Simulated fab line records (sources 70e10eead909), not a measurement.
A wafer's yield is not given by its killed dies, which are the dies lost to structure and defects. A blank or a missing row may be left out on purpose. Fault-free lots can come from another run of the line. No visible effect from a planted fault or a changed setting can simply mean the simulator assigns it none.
Matching of chambers + flow nandHarc + rieDiel-11 running NHARC_A_STAIRCASE_DESCUM_168: 4 sister chambers
The step chemistry O2, time 3 s. 14 wafers are shown with their chamber, then 7 later ones without.

WAFERS PAIRED WITH THEIR CHAMBERS
| wafer  | chamber | drypumpMotorCurrentA (A) | showerheadPlenumPTorr (Torr) | oesProductAu (a.u.) |
|--------|---------|--------------------------|------------------------------|---------------------|
| L075.3 | 2       | 6.5                      | 1.89                         | 1.003               |
| L075.5 | 2       | 6.6                      | 1.89                         | 1.009               |
| L075.6 | 1       | 6.2                      | 1.87                         | 1.002               |
| L078.2 | 1       | 6.2                      | 1.86                         | 0.990               |
| L078.4 | 3       | 6.1                      | 1.94                         | 0.998               |
| L078.5 | 1       | 6.2                      | 1.86                         | 0.996               |
| L082.1 | 3       | 6.1                      | 1.94                         | 1.008               |
| L082.5 | 0       | 6.2                      | 1.79                         | 0.996               |
| L082.6 | 1       | 6.2                      | 1.86                         | 1.008               |
| L085.1 | 2       | 6.6                      | 1.88                         | 1.002               |
| L085.3 | 0       | 6.2                      | 1.78                         | 0.994               |
| L085.5 | 0       | 6.2                      | 1.78                         | 1.000               |
| L087.1 | 2       | 6.6                      | 1.88                         | 1.006               |
| L087.2 | 3       | 6.1                      | 1.93                         | 1.013               |

SIGNATURES (means of the wafers above)
| reading               | chamber 0 | chamber 1 | chamber 2 | chamber 3 | scatter within a chamber |
|-----------------------|-----------|-----------|-----------|-----------|--------------------------|
| drypumpMotorCurrentA  | 6.200     | 6.200     | 6.575     | 6.100     | 0.0274                   |
| showerheadPlenumPTorr | 1.7833    | 1.8625    | 1.8850    | 1.9367    | 0.00555                  |
| oesProductAu          | 0.99667   | 0.99900   | 1.00500   | 1.00633   | 0.00588                  |
Rule: for a wafer and a chamber, the distance is found by dividing, reading by reading, the gap between the wafer's reading and the chamber's mean by the reading's scatter, squaring, summing and taking the root. The wafer belongs to the nearest chamber; if the next one is less than 2 further off, it can't be placed. The scatter is the square root of a quotient: the sum, over the shown wafers, of each reading's squared deviation from its chamber's mean, divided by wafers minus chambers.

WAFERS MISSING THEIR CHAMBER
| wafer  | drypumpMotorCurrentA (A) | showerheadPlenumPTorr (Torr) | oesProductAu (a.u.) |
|--------|--------------------------|------------------------------|---------------------|
| L087.3 | 6.1                      | 1.86                         | 1.000               |
| L092.1 | 6.2                      | 1.78                         | 0.996               |
| L092.2 | 6.2                      | 1.85                         | 1.007               |
| L092.5 | 6.1                      | 1.93                         | 1.002               |
| L095.1 | 6.6                      | 1.87                         | 1.004               |
| L095.3 | 6.1                      | 1.93                         | 0.999               |
| L095.4 | 6.2                      | 1.78                         | 1.004               |

WHICH CHAMBER EACH ONE RAN IN
| wafer  | from the rows above | in truth |
|--------|---------------------|----------|
| L087.3 | 1                   | 1        |
| L092.1 | 0                   | 0        |
| L092.2 | 1                   | 1        |
| L092.5 | 3                   | 3        |
| L095.1 | 2                   | 2        |
| L095.3 | 3                   | 3        |
| L095.4 | 0                   | 0        |
Placed correctly: 7 of 7. Left unplaced by these rows: 0. 0 placed wrongly.
